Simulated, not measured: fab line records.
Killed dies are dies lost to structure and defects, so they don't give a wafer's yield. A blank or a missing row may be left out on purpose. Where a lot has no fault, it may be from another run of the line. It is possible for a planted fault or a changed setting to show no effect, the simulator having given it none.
fab line records	flow n5_finfet
[record] lots = 24	wafers = 72	last_day = 19
route steps=1938 shown DUMMY_GATE@218 ILD0@340 SDB@358 HKMG_FIN@403
lots that met no fault: from a run of the same line without faults
start_h: hours from the record's first day to the start of the lot's first wafer shown	wait_h: hours elapsed since this lot's preceding step	" unchanged from the row above	L1.1+2: a single row standing in for several wafers	- either no value or no given start	* or withheld: withheld	< > ~ a bound
route shown NAME@n: NAME is a module with steps in the file, n the number in the route of the first one	usual: mean/standard deviation taken from wafers without a fault	same: alike in all rows	chamber/n: place in a boat	sites: per-site readings	_std_site: the values' standard deviation	_edge_site: outer sites' mean less inner sites'	radius_mm: how far each site lies from the wafer's centre	mask NAME#n: copy n	behind: the last tool/chamber to shape the wafer	hold: reason for holding the lot/hours on hold/outcome of the hold	device: the n, p or np transistor that did not switch	end of line: the tests these same wafers got at the end of their route	a step without rows: its recipe alone	killed: count of dies lost to structure and defects at first sort (not the wafer's yield)	map: dies across one wafer; x = killed, . = not, _ = none there
set.NAME: the setting that was run; set.NAME@STEP: the one run at that earlier step	model.NAME: the simulator's own value behind a step, which no gauge read
a sample of lots followed through the steps of the route, with each step as a table and each wafer as a row
services: from which hour (start_h, from the record's first day; less than 0 if before it) a tool's chamber was out of use, for how many hours, and why
[[steps]]
[step N5_DUMMY_GATE_CMP_04]
[recipe] material = a-Si	post_cmp_clean = alkaline_brush
[usual] motor_current_A = 9.8/0.89	time_to_endpoint_s = 13/3.5
lot.wafer	tool	chamber	start_h	wait_h	motor_current_A	time_to_endpoint_s
L074.1	cmp-03	2	45.63	0.1	10.1	10
L074.6	"	0	"	"	9.5	7
L074.5	"	1	"	"	11.6	14
L075.2	cmp-02	1	46.53	0.1	9.3	14
L075.5	"	1	"	"	9.4	17
L075.6	"	2	"	"	7.8	21
L077.3	cmp-01	3	61.80	0.1	9.2	13
L077.1	"	1	"	"	9.5	16
L077.6	"	2	"	"	10.4	18
L076.4	cmp-03	3	61.84	0.1	9.3	10
L076.5	"	0	"	"	9.5	4
L076.6	"	1	"	"	11.3	10
L078.4	cmp-01	1	66.95	0.1	9.3	17
L078.5	"	3	"	"	9.6	13
L078.6	"	0	"	"	10.6	19
L079.3	cmp-02	0	72.52	0.0	9.4	15
L079.4	"	1	"	"	9.1	12
L079.1	"	3	"	"	9.9	10
L080.4	cmp-02	2	77.51	0.1	7.8	17
L080.3	"	3	"	"	9.6	14
L080.5	"	1	"	"	9.7	14
L081.3	cmp-02	0	82.56	0.1	9.9	14
L081.2	"	1	"	"	9.5	7
L081.5	"	0	"	"	9.8	13
L082.3	cmp-03	3	88.18	0.1	9.7	15
L082.2	"	0	"	"	10.0	6
L082.6	"	1	"	"	11.9	13
L083.4	cmp-03	2	97.33	0.0	10.0	12
L083.3	"	3	"	"	9.4	16
L083.5	"	3	"	"	9.2	17
L084.1	cmp-03	1	103.71	0.1	11.1	13
L084.4	"	3	"	"	9.5	15
L084.6	"	1	"	"	11.4	13
L085.4	cmp-01	3	112.47	0.1	9.3	8
L085.1	"	0	"	"	10.8	15
L085.6	"	2	"	"	10.8	13
L086.2	cmp-01	0	117.22	0.0	11.0	13
L086.1	"	1	"	"	9.9	14
L086.3	"	3	"	"	9.6	7
L087.2	cmp-02	0	120.32	0.0	10.2	17
L087.1	"	2	"	"	7.6	19
L087.4	"	3	"	"	9.7	13
L088.1	cmp-03	1	125.86	0.1	11.8	11
L088.3	"	2	"	"	10.5	12
L088.5	"	0	"	"	9.6	9
L089.3	cmp-03	3	132.61	0.1	9.5	14
L089.2	"	0	"	"	9.4	7
L089.6	"	2	"	"	9.9	10
L090.1	cmp-02	2	136.21	0.0	7.8	15
L090.2	"	3	"	"	10.4	9
L090.6	"	2	"	"	7.6	16
L091.4	cmp-01	0	142.61	0.0	10.8	16
L091.3	"	2	"	"	10.5	14
L091.2	"	3	"	"	9.7	13
L092.2	cmp-03	2	149.30	0.0	9.8	11
L092.4	"	1	"	"	11.6	13
L092.6	"	3	"	"	9.1	15
L093.1	cmp-02	0	155.75	0.1	9.5	15
L093.6	"	3	"	"	10.4	13
L093.5	"	0	"	"	9.6	16
L094.2	cmp-03	1	162.82	0.1	11.7	12
L094.3	"	2	"	"	9.8	10
L094.5	"	0	"	"	9.8	6
L095.1	cmp-01	0	169.64	0.0	10.7	15
L095.4	"	1	"	"	9.4	11
L095.2	"	3	"	"	9.7	10
L096.1	cmp-03	1	172.66	0.1	10.8	8
L096.3	"	2	"	"	10.4	9
L096.5	"	3	"	"	9.9	13
L097.1	cmp-02	0	179.81	0.1	9.4	17
L097.4	"	1	"	"	8.8	11
L097.5	"	0	"	"	9.8	17
[step N5_ILD0_CMP_07]
[recipe] stop_on = poly-Si	material = SiO2_flowable	t_overpolish_s = 1.18	post_cmp_clean = alkaline_brush	down_force_psi = 4.1491	platen_rpm = 51.796	pad_velocity_m_s = 1.0306	target_thk_nm = 138.88
[usual] motor_current_A = 12.5/0.96	platen_rpm = 51.80/0.037
lot.wafer	tool	chamber	start_h	wait_h	motor_current_A	platen_rpm
L074.1	cmp-01	2	66.02	0.1	13.5	51.82
L074.6	"	1	"	"	10.8	51.77
L074.5	"	2	"	"	12.3	51.81
L075.2	cmp-03	2	72.82	0.0	12.4	51.78
L075.5	"	2	"	"	13.2	51.81
L075.6	"	3	"	"	10.5	51.71
L076.4	cmp-01	2	80.72	0.1	13.4	51.77
L076.6	"	3	"	"	12.2	51.79
L076.5	"	0	"	"	13.5	51.75
L077.3	cmp-03	3	86.35	0.1	11.3	51.85
L077.1	"	0	"	"	12.2	51.84
L077.6	"	2	"	"	13.0	51.76
L078.4	cmp-03	1	90.15	0.2	13.7	51.78
L078.5	"	3	"	"	11.4	51.76
L078.6	"	0	"	"	12.2	51.77
L079.3	cmp-03	3	93.25	0.0	11.4	51.78
L079.4	"	0	"	"	11.6	51.78
L079.1	"	1	"	"	13.3	51.77
L080.3	cmp-01	0	97.00	0.2	12.7	51.75
L080.4	"	1	"	"	11.5	51.80
L080.5	"	2	"	"	13.2	51.76
L081.3	cmp-01	1	102.21	0.1	11.6	51.74
L081.2	"	2	"	"	13.6	51.80
L081.5	"	0	"	"	13.9	51.82
L082.3	cmp-04	3	108.30	0.1	12.0	51.91
L082.2	"	0	"	"	13.7	51.82
L082.6	"	1	"	"	14.3	51.73
L083.4	cmp-03	0	116.81	0.0	11.4	51.81
L083.3	"	1	"	"	13.8	51.82
L083.5	"	1	"	"	14.5	51.81
L084.1	cmp-01	2	123.53	0.1	13.3	51.76
L084.4	"	3	"	"	12.2	51.68
L084.6	"	1	"	"	12.1	51.84
L085.4	cmp-03	1	134.73	0.1	13.7	51.77
L085.1	"	2	"	"	12.9	51.75
L085.6	"	0	"	"	12.1	51.78
L086.3	cmp-04	2	137.39	0.0	12.2	51.83
L086.2	"	3	"	"	11.8	51.83
L086.1	"	1	"	"	14.0	51.80
L087.2	cmp-04	0	141.37	0.0	13.2	51.86
L087.1	"	1	"	"	14.2	51.81
L087.4	"	3	"	"	12.0	51.88
L088.1	cmp-01	3	147.79	0.1	11.2	51.71
L088.3	"	1	"	"	12.0	51.85
L088.5	"	3	"	"	11.7	51.83
L089.2	cmp-03	1	152.67	0.0	13.8	51.78
L089.3	"	3	"	"	11.4	51.89
L089.6	"	2	"	"	12.4	51.79
L090.1	cmp-01	0	155.69	0.1	13.9	51.79
L090.2	"	1	"	"	11.4	51.79
L090.6	"	0	"	"	13.3	51.78
L091.4	cmp-03	2	161.96	0.0	12.5	51.86
L091.3	"	0	"	"	11.8	51.78
L091.2	"	1	"	"	13.6	51.79
L092.2	cmp-03	0	170.07	0.0	11.6	51.84
L092.4	"	1	"	"	13.2	51.85
L092.6	"	1	"	"	14.0	51.83
L093.1	cmp-01	2	176.49	0.0	13.5	51.80
L093.6	"	2	"	"	13.2	51.82
L093.5	"	3	"	"	11.5	51.76
L094.3	cmp-04	1	183.12	0.0	13.6	51.81
L094.2	"	2	"	"	12.4	51.77
L094.5	"	1	"	"	13.2	51.85
L095.1	cmp-01	1	189.82	0.0	11.5	51.76
L095.4	"	2	"	"	13.1	51.84
L095.2	"	3	"	"	11.6	51.81
L096.3	cmp-04	2	194.36	0.2	12.0	51.79
L096.1	"	1	"	"	13.7	51.81
L096.5	"	2	"	"	12.2	51.84
L097.4	cmp-03	0	200.67	0.1	12.8	51.81
L097.1	"	1	"	"	13.4	51.76
L097.5	"	0	"	"	11.9	51.76
[step N5_ILD0_CMP_12]
[recipe] stop_on = poly-Si	material = SiNx	t_overpolish_s = 6	post_cmp_clean = alkaline_brush	down_force_psi = 2.5	platen_rpm = 51.8	pad_velocity_m_s = 1.0307	target_thk_nm = 17.67
[usual] motor_current_A = 9.2/0.75	overpolish_run_s = 6.000/0.0094	platen_rpm = 51.80/0.039	time_to_endpoint_s = 28/3.5
lot.wafer	tool	chamber	start_h	wait_h	motor_current_A	overpolish_run_s	platen_rpm	time_to_endpoint_s
L074.1	cmp-03	1	69.24	1.2	10.6	6.008	51.75	27
L074.5	"	0	"	"	7.9	6.003	51.85	22
L074.6	"	1	"	"	10.3	6.014	51.83	28
L075.2	cmp-04	3	76.15	1.2	8.2	5.982	51.82	23
L075.6	"	0	"	"	9.4	6.005	51.80	26
L075.5	"	1	"	"	10.7	5.984	51.75	33
L076.4	cmp-01	0	84.91	1.1	10.1	6.019	51.77	32
L076.6	"	0	"	"	9.5	6.019	51.80	33
L076.5	"	1	"	"	8.4	6.000	51.83	32
L077.3	cmp-03	1	89.85	1.1	9.9	5.997	51.76	28
L077.1	"	3	"	"	8.4	6.001	51.79	32
L077.6	"	1	"	"	10.8	5.982	51.80	28
L078.4	cmp-04	2	93.63	1.1	9.3	5.990	51.82	30
L078.6	"	2	"	"	8.6	6.002	51.76	26
L078.5	"	3	"	"	8.5	5.993	51.87	25
L079.4	cmp-03	1	96.58	1.1	10.5	6.010	51.78	26
L079.3	"	2	"	"	9.2	6.000	51.78	26
L079.1	"	0	"	"	8.9	5.987	51.78	21
L080.3	cmp-04	1	100.13	1.1	10.6	6.009	51.77	29
L080.4	"	2	"	"	8.8	6.010	51.74	26
L080.5	"	2	"	"	9.0	6.003	51.81	25
L081.2	cmp-03	3	105.35	1.1	8.3	6.012	51.88	25
L081.3	"	2	"	"	9.0	5.991	51.74	26
L081.5	"	0	"	"	8.6	6.002	51.78	19
L082.3	cmp-04	3	111.54	1.2	8.6	6.005	51.76	22
L082.2	"	0	"	"	9.1	5.997	51.79	28
L082.6	"	3	"	"	8.3	6.004	51.73	23
L083.4	cmp-03	3	120.19	1.3	8.5	6.001	51.82	29
L083.3	"	0	"	"	8.9	6.002	51.84	20
L083.5	"	3	"	"	8.6	6.025	51.86	30
L084.4	cmp-04	1	127.25	1.2	9.8	6.002	51.85	32
L084.1	"	3	"	"	9.1	6.009	51.78	23
L084.6	"	1	"	"	10.1	6.020	51.82	30
L085.1	cmp-03	2	137.98	1.2	9.2	5.990	51.72	26
L085.4	"	3	"	"	8.6	6.002	51.78	31
L085.6	"	0	"	"	8.7	6.001	51.81	23
L086.1	cmp-04	0	140.64	1.2	9.8	5.987	51.82	29
L086.2	"	1	"	"	10.0	6.023	51.87	32
L086.3	"	2	"	"	8.5	6.010	51.84	30
L087.4	cmp-01	2	144.58	1.1	9.0	6.000	51.81	31
L087.2	"	3	"	"	8.6	6.004	51.80	29
L087.1	"	0	"	"	9.6	6.000	51.73	35
L088.3	cmp-01	0	151.09	1.1	9.6	6.009	51.79	29
L088.1	"	3	"	"	9.1	5.997	51.74	26
L088.5	"	0	"	"	9.6	5.991	51.81	30
L089.2	cmp-04	1	155.88	1.1	10.1	6.009	51.75	29
L089.3	"	3	"	"	8.5	6.006	51.76	25
L089.6	"	1	"	"	10.7	5.993	51.78	32
L090.1	cmp-04	2	158.94	1.2	8.7	6.005	51.83	28
L090.2	"	3	"	"	8.5	6.000	51.79	24
L090.6	"	0	"	"	10.0	5.998	51.82	30
L091.3	cmp-01	1	165.21	1.1	8.1	5.997	51.78	30
L091.2	"	3	"	"	9.3	5.987	51.75	27
L091.4	"	0	"	"	9.9	6.008	51.88	33
L092.4	cmp-01	1	173.81	1.2	8.3	6.011	51.84	33
L092.2	"	2	"	"	9.3	5.994	51.80	32
L092.6	"	3	"	"	8.7	5.997	51.84	25
L093.1	cmp-01	1	179.74	1.2	8.5	5.997	51.81	29
L093.5	"	0	"	"	10.0	6.010	51.77	30
L093.6	"	1	"	"	8.2	6.006	51.87	28
L094.2	cmp-04	0	186.34	1.1	10.3	5.993	51.79	30
L094.3	"	2	"	"	8.9	5.995	51.79	28
L094.5	"	1	"	"	10.2	5.994	51.77	32
L095.1	cmp-03	3	193.10	1.1	8.5	5.989	51.76	28
L095.2	"	0	"	"	8.7	5.997	51.83	22
L095.4	"	1	"	"	10.3	6.007	51.79	27
L096.3	cmp-01	3	197.61	1.2	8.8	6.006	51.84	25
L096.1	"	0	"	"	10.2	6.007	51.85	31
L096.5	"	3	"	"	8.8	5.985	51.79	26
L097.4	cmp-01	0	203.88	1.2	9.8	6.002	51.81	31
L097.1	"	2	"	"	9.3	5.983	51.73	31
L097.5	"	0	"	"	9.7	5.986	51.81	31
[step N5_SDB_INSPECT_13]
[recipe] mode = adi	inspect_instrument = brightfield
[usual] raw_defect_count = 76/32
lot.wafer	tool	chamber	start_h	wait_h	raw_defect_count
L074.1	defect_inspect-01	-	70.07	0.0	88
L074.5	"	-	"	"	43
L074.6	"	-	"	"	69
L075.2	defect_inspect-02	-	76.90	0.0	91
L075.5	"	-	"	"	111
L075.6	"	-	"	"	138
L076.4	defect_inspect-02	-	85.77	0.0	97
L076.5	"	-	"	"	69
L076.6	"	-	"	"	66
L077.1	defect_inspect-02	-	90.58	0.0	47
L077.3	"	-	"	"	64
L077.6	"	-	"	"	46
L078.4	defect_inspect-02	-	94.49	0.0	96
L078.5	"	-	"	"	82
L078.6	"	-	"	"	55
L079.1	defect_inspect-02	-	97.34	0.0	74
L079.3	"	-	"	"	115
L079.4	"	-	"	"	91
L080.3	defect_inspect-01	-	101.03	0.0	75
L080.4	"	-	"	"	68
L080.5	"	-	"	"	54
L081.2	defect_inspect-01	-	106.23	0.0	86
L081.3	"	-	"	"	69
L081.5	"	-	"	"	55
L082.2	defect_inspect-01	-	112.37	0.0	65
L082.3	"	-	"	"	79
L082.6	"	-	"	"	49
L083.3	defect_inspect-01	-	121.05	0.0	165
L083.4	"	-	"	"	132
L083.5	"	-	"	"	152
L084.1	defect_inspect-02	-	128.10	0.0	115
L084.4	"	-	"	"	60
L084.6	"	-	"	"	92
L085.1	defect_inspect-02	-	138.77	0.0	41
L085.4	"	-	"	"	33
L085.6	"	-	"	"	33
L086.1	defect_inspect-02	-	141.65	0.3	62
L086.2	"	-	"	"	56
L086.3	"	-	"	"	56
L087.1	defect_inspect-02	-	145.47	0.0	83
L087.2	"	-	"	"	167
L087.4	"	-	"	"	104
L088.1	defect_inspect-01	-	151.96	0.0	207
L088.3	"	-	"	"	66
L088.5	"	-	"	"	100
L089.2	defect_inspect-02	-	156.75	0.0	63
L089.3	"	-	"	"	60
L089.6	"	-	"	"	61
L090.1	defect_inspect-02	-	159.73	0.0	74
L090.2	"	-	"	"	28
L090.6	"	-	"	"	79
L091.2	defect_inspect-02	-	166.07	0.0	103
L091.3	"	-	"	"	41
L091.4	"	-	"	"	75
L092.2	defect_inspect-02	-	174.48	0.0	90
L092.4	"	-	"	"	114
L092.6	"	-	"	"	83
L093.1	defect_inspect-02	-	180.60	0.0	37
L093.5	"	-	"	"	64
L093.6	"	-	"	"	37
L094.2	defect_inspect-01	-	187.20	0.0	99
L094.3	"	-	"	"	70
L094.5	"	-	"	"	79
L095.1	defect_inspect-01	-	193.83	0.0	63
L095.2	"	-	"	"	55
L095.4	"	-	"	"	39
L096.1	defect_inspect-02	-	198.44	0.0	110
L096.3	"	-	"	"	86
L096.5	"	-	"	"	65
L097.1	defect_inspect-01	-	204.60	0.0	92
L097.4	"	-	"	"	53
L097.5	"	-	"	"	80
[step N5_SDB_DESCUM_16]
[recipe] chemistry = O2	time_s = 7.9	source_power_w = 50	bias_power_w = 20	pressure_mtorr = 20	rf_frequency_hz = 2.712e+07	temp_c = 40	resist = CAR-ArF	o2_flow_sccm = 225
[usual] drypump_motor_current_A = 5.6/0.53	o2_flow_sccm = 224.9/0.65	oes_product_au = 0.79/0.095	rf_vpp_V = 243.6/1.1	showerhead_plenum_p_Torr = 2.13/0.051	throttle_valve_pct = 20.4/0.35
lot.wafer	tool	chamber	start_h	wait_h	drypump_motor_current_A	o2_flow_sccm	oes_product_au	rf_hours_counter_h	rf_vpp_V	showerhead_plenum_p_Torr	throttle_valve_pct
L074.1	rie_diel-06	0	70.10	0.0	5.3	224.6	0.77	141	244.6	2.15	20.4
L074.5	"	0	"	"	5.3	225.2	0.77	-	245.0	2.15	20.4
L074.6	"	1	"	"	6.4	224.2	0.90	-	244.2	2.13	19.9
L075.2	rie_diel-02	0	77.20	0.3	6.1	223.9	0.72	181	242.9	2.19	20.9
L075.5	"	1	"	"	5.8	224.5	0.81	-	243.9	2.13	20.8
L075.6	"	0	"	"	6.1	223.3	0.72	-	245.5	2.19	20.9
L076.4	rie_diel-06	0	85.80	0.0	5.3	224.3	0.78	145	242.7	2.15	20.4
L076.5	"	3	"	"	4.8	224.6	1.00	-	243.4	2.06	19.9
L076.6	"	2	"	"	5.4	223.9	0.69	-	242.8	2.16	20.6
L077.1	rie_diel-06	0	90.71	0.1	5.3	225.0	0.77	146	243.3	2.15	20.4
L077.3	"	2	"	"	5.4	224.5	0.70	232	244.3	2.16	20.6
L077.6	"	0	"	"	5.3	225.2	0.76	-	245.8	2.15	20.4
L078.4	rie_diel-05	1	94.52	0.0	4.9	225.4	0.74	156	243.5	2.10	20.1
L078.5	"	3	"	"	5.6	225.3	0.71	-	244.5	2.18	20.6
L078.6	"	2	"	"	5.9	226.0	0.89	-	242.1	2.05	20.2
L079.1	rie_diel-05	1	97.41	0.1	4.9	226.2	0.73	157	242.4	2.09	20.1
L079.3	"	3	"	"	5.6	225.0	0.71	209	244.3	2.18	20.5
L079.4	"	0	"	"	6.3	224.7	0.83	90	241.3	1.99	20.0
L080.3	rie_diel-02	3	101.06	0.0	5.3	224.9	0.69	221	244.1	2.17	20.8
L080.4	"	0	"	"	6.2	225.1	0.71	190	242.9	2.19	20.9
L080.5	"	3	"	"	5.3	224.5	0.69	-	244.0	2.17	20.8
L081.2	rie_diel-06	3	106.26	0.0	4.8	224.2	0.97	6	241.6	2.06	19.9
L081.3	"	0	"	"	5.3	225.1	0.76	152	243.8	2.15	20.4
L081.5	"	3	"	"	4.8	224.9	0.96	-	243.9	2.06	19.9
L082.2	rie_diel-02	0	112.40	0.0	6.1	225.5	0.71	195	243.9	2.19	20.9
L082.3	"	3	"	"	5.3	224.4	0.68	226	244.1	2.17	20.8
L082.6	"	0	"	"	6.2	225.9	0.71	-	243.9	2.19	21.0
L083.3	rie_diel-02	1	121.08	0.0	5.7	225.1	0.79	114	244.1	2.13	20.8
L083.4	"	2	"	"	5.1	225.0	0.71	173	243.5	2.18	20.6
L083.5	"	1	"	"	5.7	224.6	0.79	-	243.3	2.13	20.8
L084.1	rie_diel-05	2	128.19	0.1	5.9	225.1	0.87	38	241.5	2.05	20.2
L084.4	"	1	"	"	4.9	224.5	0.72	166	241.8	2.09	20.2
L084.6	"	2	"	"	5.9	225.5	0.87	-	241.2	2.05	20.2
L085.1	rie_diel-06	1	138.83	0.1	6.5	224.8	0.87	61	244.9	2.13	19.9
L085.4	"	0	"	"	5.3	225.3	0.76	163	244.8	2.14	20.4
L085.6	"	3	"	"	4.8	224.0	0.94	-	243.4	2.06	19.9
L086.1	rie_diel-06	0	141.68	0.0	5.3	225.6	0.76	164	242.3	2.14	20.4
L086.2	"	2	"	"	5.4	224.0	0.68	249	242.1	2.15	20.6
L086.3	"	1	"	"	6.5	225.1	0.86	62	242.8	2.13	20.0
L087.1	rie_diel-06	3	145.88	0.4	4.8	225.3	0.93	20	241.6	2.06	19.9
L087.2	"	0	"	"	5.3	224.7	0.76	165	243.8	2.14	20.4
L087.4	"	3	"	"	4.8	225.7	0.92	-	242.9	2.06	19.9
L088.1	rie_diel-05	1	152.00	0.0	4.9	224.0	0.72	174	243.3	2.09	20.2
L088.3	"	3	"	"	5.6	224.4	0.70	226	243.4	2.17	20.6
L088.5	"	2	"	"	5.9	225.0	0.86	-	242.5	2.05	20.2
L089.2	rie_diel-06	3	156.78	0.0	4.8	224.5	0.92	25	242.0	2.05	19.9
L089.3	"	1	"	"	6.5	225.5	0.85	68	244.2	2.12	20.0
L089.6	"	0	"	"	5.3	225.0	0.76	-	242.1	2.14	20.4
L090.1	rie_diel-06	1	159.76	0.0	6.4	224.5	0.85	69	243.0	2.12	20.0
L090.2	"	2	"	"	5.4	224.9	1.02	0	244.1	2.15	20.5
L090.6	"	1	"	"	6.5	224.7	0.85	-	244.3	2.12	20.0
L091.2	rie_diel-06	1	166.47	0.4	6.5	224.8	0.85	72	244.4	2.12	20.0
L091.3	"	0	"	"	5.3	225.9	0.76	174	244.8	2.14	20.4
L091.4	"	2	"	"	5.4	225.5	1.00	3	243.6	2.15	20.5
L092.2	rie_diel-02	0	174.52	0.0	6.2	224.9	0.69	217	245.3	2.18	21.0
L092.4	"	3	"	"	5.3	225.1	0.68	249	244.0	2.16	20.9
L092.6	"	1	"	"	5.8	224.0	0.76	-	245.6	2.12	20.8
L093.1	rie_diel-02	2	180.63	0.0	5.1	225.2	0.69	196	244.7	2.17	20.6
L093.5	"	0	"	"	6.2	224.4	0.70	-	242.7	2.18	21.0
L093.6	"	2	"	"	5.1	224.7	0.69	-	244.4	2.17	20.6
L094.2	rie_diel-02	0	187.23	0.0	6.2	224.9	0.68	223	243.9	2.18	21.0
L094.3	"	1	"	"	5.7	224.5	0.76	139	244.1	2.12	20.8
L094.5	"	2	"	"	5.1	224.6	0.69	-	244.4	2.17	20.6
L095.1	rie_diel-06	3	194.04	0.2	4.8	225.4	0.89	40	244.5	2.05	20.0
L095.2	"	1	"	"	6.4	226.6	0.84	82	244.4	2.12	20.0
L095.4	"	0	"	"	5.3	225.3	0.75	181	243.8	2.14	20.4
L096.1	rie_diel-05	0	198.47	0.0	6.3	226.1	0.80	124	242.4	1.98	20.1
L096.3	"	2	"	"	5.9	224.7	0.83	63	241.6	2.04	20.2
L096.5	"	3	"	"	5.6	223.8	0.69	-	243.1	2.16	20.6
L097.1	rie_diel-02	1	205.04	0.4	5.7	225.5	0.76	145	243.6	2.12	20.8
L097.4	"	3	"	"	5.3	224.9	0.96	3	244.8	2.16	20.7
L097.5	"	3	"	"	5.3	225.0	0.97	-	244.9	2.16	20.7
[step N5_HKMG_FIN_ETCH_55]
[recipe] chemistry = N2/H2	target = SOC	target_depth_a = 2400	temp_c = 40	time_s = 300	ion_energy_ev = 200	mask_material = SiARC	pressure_mtorr = 30	source_w = 840	bias_w = 150	n2_flow_sccm = 200	h2_flow_sccm = 200
[usual] drypump_motor_current_A = 5.6/0.54	oes_product_au = 0.77/0.076	rf_vpp_V = 524.5/1.9	showerhead_plenum_p_Torr = 2.57/0.069	throttle_valve_pct = 17.8/0.33
lot.wafer	tool	chamber	start_h	wait_h	drypump_motor_current_A	oes_product_au	rf_hours_counter_h	rf_vpp_V	showerhead_plenum_p_Torr	throttle_valve_pct
L074.1	rie_diel-02	2	76.44	0.0	5.1	0.75	159	527.5	2.67	18.3
L074.5	"	0	"	"	6.2	0.72	-	526.2	2.64	18.2
L074.6	"	1	"	"	5.8	0.80	-	524.4	2.58	18.2
L075.2	rie_diel-05	2	82.79	0.0	5.9	0.88	24	522.5	2.48	17.4
L075.5	"	2	"	"	5.9	0.87	-	522.5	2.48	17.4
L075.6	"	3	"	"	5.6	0.72	-	525.3	2.62	17.7
L076.4	rie_diel-06	1	91.33	0.1	6.5	0.89	-	525.8	2.61	17.5
L076.5	"	0	"	"	5.3	0.75	-	525.5	2.64	17.9
L076.6	"	2	"	"	5.4	0.69	-	525.5	2.60	17.8
L077.1	rie_diel-02	0	98.32	0.0	6.2	0.71	189	525.3	2.63	18.2
L077.3	"	1	"	"	5.7	0.79	105	523.1	2.57	18.2
L077.6	"	1	"	"	5.8	0.79	-	524.5	2.57	18.2
L078.4	rie_diel-02	1	101.46	0.0	5.8	0.79	107	524.7	2.57	18.2
L078.5	"	2	"	"	5.1	0.74	-	527.4	2.67	18.3
L078.6	"	1	"	"	5.8	0.79	-	523.6	2.57	18.2
L079.1	rie_diel-05	2	103.16	0.0	5.9	0.87	30	522.1	2.48	17.4
L079.3	"	0	"	"	6.3	0.81	92	521.9	2.43	17.5
L079.4	"	3	"	"	5.6	0.72	211	525.9	2.61	17.8
L080.3	rie_diel-06	3	106.67	0.0	4.8	0.95	7	522.6	2.50	17.3
L080.4	"	0	"	"	5.3	0.76	152	526.1	2.64	18.0
L080.5	"	3	"	"	4.8	0.94	-	521.6	2.50	17.3
L081.2	rie_diel-05	1	112.59	0.0	4.9	0.69	163	522.8	2.54	17.6
L081.3	"	3	"	"	5.6	0.71	214	526.9	2.61	17.8
L081.5	"	3	"	"	5.6	0.72	-	526.6	2.61	17.8
L082.2	rie_diel-05	0	118.03	0.0	6.3	0.80	97	521.4	2.43	17.5
L082.3	"	1	"	"	4.9	0.68	163	524.1	2.54	17.6
L082.6	"	0	"	"	6.3	0.81	-	521.4	2.43	17.5
L083.3	rie_diel-06	2	126.72	0.0	5.4	0.68	245	526.1	2.60	17.9
L083.4	"	0	"	"	5.3	0.75	160	527.4	2.64	18.0
L083.5	"	2	"	"	5.4	0.68	-	526.3	2.60	17.9
L084.1	rie_diel-05	3	134.58	0.0	5.6	0.71	220	527.3	2.61	17.8
L084.4	"	1	"	"	4.9	0.68	168	523.7	2.54	17.6
L084.6	"	2	"	"	5.9	0.86	-	522.2	2.48	17.4
L085.1	rie_diel-02	2	145.03	0.0	5.1	0.73	182	527.4	2.66	18.3
L085.4	"	3	"	"	5.3	0.68	238	524.8	2.60	18.1
L085.6	"	1	"	"	5.8	0.77	-	525.0	2.57	18.2
L086.1	rie_diel-06	3	148.23	0.0	4.8	0.90	22	522.1	2.49	17.3
L086.2	"	1	"	"	6.5	0.84	65	524.6	2.60	17.5
L086.3	"	0	"	"	5.3	0.74	167	526.4	2.63	18.0
L087.1	rie_diel-06	1	151.68	0.0	6.5	0.84	66	525.7	2.60	17.6
L087.2	"	0	"	"	5.3	0.74	168	526.2	2.63	18.0
L087.4	"	3	"	"	4.8	0.89	-	521.7	2.49	17.3
L088.1	rie_diel-05	1	157.56	0.0	4.9	0.68	176	524.4	2.54	17.7
L088.3	"	2	"	"	5.9	0.84	48	522.2	2.47	17.5
L088.5	"	0	"	"	6.3	0.80	-	522.9	2.43	17.5
L089.2	rie_diel-02	3	162.28	0.0	5.3	0.68	244	524.2	2.60	18.1
L089.3	"	2	"	"	5.1	0.73	188	526.3	2.66	18.3
L089.6	"	1	"	"	5.8	0.77	-	522.5	2.57	18.2
L090.1	rie_diel-05	2	166.52	0.0	5.9	0.84	51	521.9	2.47	17.5
L090.2	"	0	"	"	6.3	0.80	113	521.7	2.42	17.5
L090.6	"	3	"	"	5.6	0.71	-	525.7	2.61	17.8
L091.2	rie_diel-02	1	172.33	0.0	5.8	0.77	132	523.5	2.56	18.2
L091.3	"	0	"	"	6.1	0.69	217	525.5	2.62	18.2
L091.4	"	3	"	"	5.3	0.67	248	525.5	2.60	18.1
L092.2	rie_diel-06	3	180.12	0.1	4.8	0.87	34	522.8	2.49	17.4
L092.4	"	3	"	"	4.8	0.87	-	521.4	2.49	17.3
L092.6	"	3	"	"	4.8	0.87	-	521.9	2.49	17.4
L093.1	rie_diel-06	0	186.07	0.0	5.3	0.72	178	526.7	2.63	18.0
L093.5	"	0	"	"	5.3	0.74	-	527.9	2.63	18.0
L093.6	"	3	"	"	4.8	0.86	-	523.9	2.49	17.4
L094.2	rie_diel-02	0	193.51	0.0	6.2	0.69	225	527.0	2.62	18.2
L094.3	"	1	"	"	5.7	0.75	142	523.9	2.56	18.2
L094.5	"	2	"	"	5.1	0.71	-	527.5	2.65	18.3
L095.1	rie_diel-05	3	200.03	0.0	5.6	0.70	242	526.8	2.60	17.8
L095.2	"	1	"	"	4.9	0.68	192	523.5	2.53	17.7
L095.4	"	0	"	"	6.3	0.79	125	521.0	2.42	17.5
L096.1	rie_diel-06	2	204.21	0.0	5.4	0.95	12	525.2	2.59	17.6
L096.3	"	0	"	"	5.3	0.73	184	527.1	2.62	18.0
L096.5	"	2	"	"	5.5	0.95	-	525.4	2.59	17.6
L097.1	rie_diel-02	3	210.69	0.0	5.3	0.95	5	526.6	2.59	17.9
L097.4	"	0	"	"	6.2	0.68	231	527.7	2.61	18.3
L097.5	"	2	"	"	5.1	0.71	-	524.7	2.65	18.4
[[services]]
tool	chamber	start_h	hours	kind
rie_diel-02	3	24.79	6.3	repair
cmp-03	-	29.57	5.0	pm
cmp-04	-	38.85	1.6	repair
rie_diel-05	3	39.99	7.1	repair
rie_diel-02	3	42.32	4.4	repair
cmp-01	-	44.39	3.6	repair
rie_diel-06	-	46.53	2.8	pm
cmp-03	-	47.09	4.0	pm
cmp-03	-	51.09	-	consumable_replace:conditioner
cmp-03	-	51.09	-	consumable_replace:pad
cmp-04	-	59.94	0.6	repair
rie_diel-06	3	61.57	-	clean
rie_diel-06	3	61.57	-	consumable_replace:focus_ring
rie_diel-06	3	89.22	5.0	repair
cmp-04	-	89.26	4.1	pm
cmp-02	-	92.92	8.0	repair
cmp-02	-	103.92	0.5	repair
rie_diel-05	1	121.32	1.8	repair
cmp-01	-	131.09	4.0	pm
cmp-03	-	151.95	0.4	repair
cmp-02	-	157.98	0.8	repair
rie_diel-06	1	173.12	2.4	repair
rie_diel-06	0	174.16	8.3	repair
cmp-03	-	194.07	0.9	repair
[[key]]
fault none
